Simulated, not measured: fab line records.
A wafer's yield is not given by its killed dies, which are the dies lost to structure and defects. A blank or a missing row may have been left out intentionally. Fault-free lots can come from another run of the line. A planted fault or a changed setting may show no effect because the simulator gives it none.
Comparing a struck lot with a sound one :: flow n5Finfet :: 22 steps out of a route of 1938
Sound: these wafers, L165.1, L165.3, L165.4. Struck: wafers L167.1, L167.2, L167.3. The cause is named last.
Order at every step that has rows: each side's tool, ch and its chambers, its first start. Under that, the readings that differ: sound wafers :: struck wafers :: difference of the means :: sigmas: that difference in standard deviations of wafers without a fault.
alike: same words and numbers on both sides, and readings whose means sit less than 2 such deviations apart. not compared: any withheld reading, any reading some wafer has no value for, any bound like >300 that may hide the same value, and any number with overlapping values for which the record gives no deviation.
Wherever a step has rows on one side only, a row that says differs or no value, or a row with sigmas, the two part there. Numbers that don't overlap but have no deviation are shown without sigmas and don't part them. Lack of a reading on every wafer of one side parts them only where that side has two or more wafers.

first, 7 steps without rows for these wafers: N5_BEOL_M2_COAT_73 (time 60 s, resist thk 5 nm); N5_BEOL_M2_COAT_05 (resist thk 30 nm); N5_BEOL_M2_EBR_07; N5_BEOL_M2_SOFTBAKE_06 (time 60 s); N5_BEOL_M2_EXPOSE_08 (exposes mask M2); N5_BEOL_M2_PEB_09 (peb time 60 s); N5_BEOL_M2_DEVELOP_10 (develop time 30 s).
N5_BEOL_M2_CD_MEAS_11: target cd 16.79 nm.
  sound on cdSem-03 ch 0, day 8 07:59; struck on cdSem-01 ch 0, day 8 20:08
  alike: cdNm
N5_BEOL_M2_OVL_MEAS_12:
  sound on overlay-02 ch 0, day 8 08:01; struck on overlay-02 ch 0, day 8 20:10
  alike: M2_OVL
N5_BEOL_M2_INSPECT_13: inspects for defects (brightfield).
  sound: defectInspect-01 at day 8 08:04; struck: defectInspect-02 at day 8 20:14
  alike: rawDefectCount
N5_BEOL_M2_DESCUM_16: chemistry O2, time 7 s.
  sound on rieDiel-06 ch 1,2, day 8 08:07; struck on rieDiel-06 ch 0,1,2, day 8 20:16
  alike: drypumpMotorCurrentA, o2FlowSccm, oesProductAu, rfFwdPowerW, rfVppV, showerheadPlenumPTorr, throttleValvePct
  not compared: rfHoursCounterH
N5_BEOL_M2_ETCH_74: etches underlayer in N2/H2, target depth 6.5 nm, time 5.2 s.
  sound on rieDiel-06 ch 1,2, day 8 08:08; struck on rieDiel-06 ch 0,1,2, day 8 20:18
  alike: biasW, chamberPressureMTorr, drypumpMotorCurrentA, etchRfOnTimeS, oesProductAu, rfFwdPowerW, rfVppV, showerheadPlenumPTorr, throttleValvePct
  not compared: rfHoursCounterH
N5_BEOL_M2_ETCH_63: etches SiARC in CF4, target depth 15.6 nm, time 26 s.
  sound on rieDiel-06 ch 1,2, day 8 08:10; struck on rieDiel-06 ch 0,1,2, day 8 20:19
  no value came back on the struck wafers for any of 9 readings (biasW (W), cf4FlowSccm (sccm) and others); on the sound wafers biasW (W) reads 35.92 35.97 35.94
  not compared: rfHoursCounterH
N5_BEOL_M2_ETCH_64: etches SOC in N2/H2, target depth 75 nm, overetch 22.5 nm, time 121.9 s.
  sound on rieDiel-06 ch 1,2, day 8 08:11; struck on rieDiel-06 ch 0,1,2, day 8 20:20
reading: oesProductAu (a.u.)
sound: 0.54 0.66 0.55
struck: 0.32 0.28 0.27
difference: -0.29
sigmas: -5
  alike: biasW, chamberPressureMTorr, drypumpMotorCurrentA, rfFwdPowerW, rfVppV, showerheadPlenumPTorr, throttleValvePct
  not compared: rfHoursCounterH
then, 2 steps without rows for these wafers: N5_BEOL_M2_STRIP_65 (strips in N2/H2); N5_BEOL_M2_STRIP_75 (strips in N2/H2).
N5_BEOL_M2_STRIP_66: strips in CF4.
  sound on rieDiel-06 ch 1,2, day 8 08:19; struck on rieDiel-06 ch 0,1,2, day 8 20:29
  alike: drypumpMotorCurrentA, oesProductAu, rfFwdPowerW, rfVppV, showerheadPlenumPTorr, throttleValvePct
  not compared: rfHoursCounterH
N5_BEOL_M2_HM_OPEN_17: chemistry Cl2/BCl3, target TiN, target depth 20 nm, overetch 6 nm.
  sound on rieMetal-03 ch 0,1, day 8 08:22; struck on rieMetal-02 ch 0,1, day 8 20:31
reading: oesProductAu (a.u.)
sound: 0.77 0.77 0.71
struck: 0.27 0.29 0.27
difference: -0.47
sigmas: -5

reading: throttleValvePct (%)
sound: 22.03 22.04 22.05
struck: 22.65 23.17 22.64
difference: +0.78
sigmas: +3
  alike: drypumpMotorCurrentA, rfFwdPowerW
  not compared: rfHoursCounterH
N5_BEOL_M2_STRIP_19: strips in O2.
  sound on rieDiel-06 ch 0,1, day 8 08:28; struck on rieDiel-05 ch 0,2,3, day 8 20:42
  alike: drypumpMotorCurrentA, o2FlowSccm, oesProductAu, rfVppV, showerheadPlenumPTorr, throttleValvePct
  not compared: rfHoursCounterH
N5_BEOL_M2_CD_MEAS_18: pitch 36 nm, target cd 18 nm.
  sound: cdSem-01 at day 8 08:32; struck: cdSem-01 at day 8 20:46
reading: cdNm (nm)
sound: 18.1 18.0 18.0
struck: - - -
difference: no value on the struck wafers
sigmas: 
then, 1 step without rows for these wafers: N5_BEOL_M2_COAT_67 (time 60 s, resist thk 60 nm).
N5_BEOL_M4_RC_MEAS_101:
  the record has rows for the sound wafers here (prober-01 ch 0, day 9 21:52) and none for the struck ones

== WHERE THEY PART ==
First at N5_BEOL_M2_ETCH_63; last, within this record, at N5_BEOL_M4_RC_MEAS_101.

WHY: what had been put in by the simulator
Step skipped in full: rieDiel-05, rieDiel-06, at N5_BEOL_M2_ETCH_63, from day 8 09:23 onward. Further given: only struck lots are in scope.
